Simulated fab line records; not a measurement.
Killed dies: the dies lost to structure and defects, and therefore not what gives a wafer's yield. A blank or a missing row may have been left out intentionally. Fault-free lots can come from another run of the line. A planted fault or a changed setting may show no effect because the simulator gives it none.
Chamber matching / flow nand harc / NHARC_A_M0_PRE_CLEAN_31 on pecvd-01 has 3 sister chambers
The step time 12 s. 6 wafers are shown with their chamber, then 8 later ones without.

## WAFERS WITH THEIR CHAMBER
wafer=L447.5; chamber=1; heater power w (W)=643
wafer=L448.3; chamber=2; heater power w (W)=713
wafer=L450.2; chamber=0; heater power w (W)=653
wafer=L450.4; chamber=0; heater power w (W)=627
wafer=L450.6; chamber=2; heater power w (W)=758
wafer=L452.1; chamber=1; heater power w (W)=646

## WAFERS WITHOUT THEIR CHAMBER
wafer=L452.4; heater power w (W)=693
wafer=L452.5; heater power w (W)=625
wafer=L454.1; heater power w (W)=666
wafer=L454.2; heater power w (W)=700
wafer=L454.6; heater power w (W)=677
wafer=L453.1; heater power w (W)=625
wafer=L453.2; heater power w (W)=600
wafer=L453.4; heater power w (W)=643

## THE CHAMBER EACH PASSED THROUGH
wafer=L452.4; from the rows above=can't be placed: 2 or 1 or 0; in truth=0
wafer=L452.5; from the rows above=can't be placed: 0 or 1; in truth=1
wafer=L454.1; from the rows above=can't be placed: 1 or 0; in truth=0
wafer=L454.2; from the rows above=can't be placed: 2 or 1 or 0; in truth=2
wafer=L454.6; from the rows above=can't be placed: 1 or 0 or 2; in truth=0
wafer=L453.1; from the rows above=can't be placed: 0 or 1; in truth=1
wafer=L453.2; from the rows above=can't be placed: 0 or 1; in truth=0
wafer=L453.4; from the rows above=can't be placed: 1 or 0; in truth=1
Correct placement for 0 of the 8. Not placeable from these rows: 8 (in 8, the candidates include the true chamber). Placed wrongly: 0.
How it was worked out, from the rows above alone: a wafer's distance from a chamber is the root of the sum, over the readings, of the square of ((its reading less the chamber's mean) divided by the reading's scatter). If the next closest chamber is less than 2 further off than the closest, the wafer can't be placed; otherwise it belongs to the closest. For every chamber, the mean is computed from those of its wafers that are shown. The scatter: take each reading less its chamber's mean, square it, sum over the shown wafers, divide by the number of wafers less the number of chambers, and take the root.
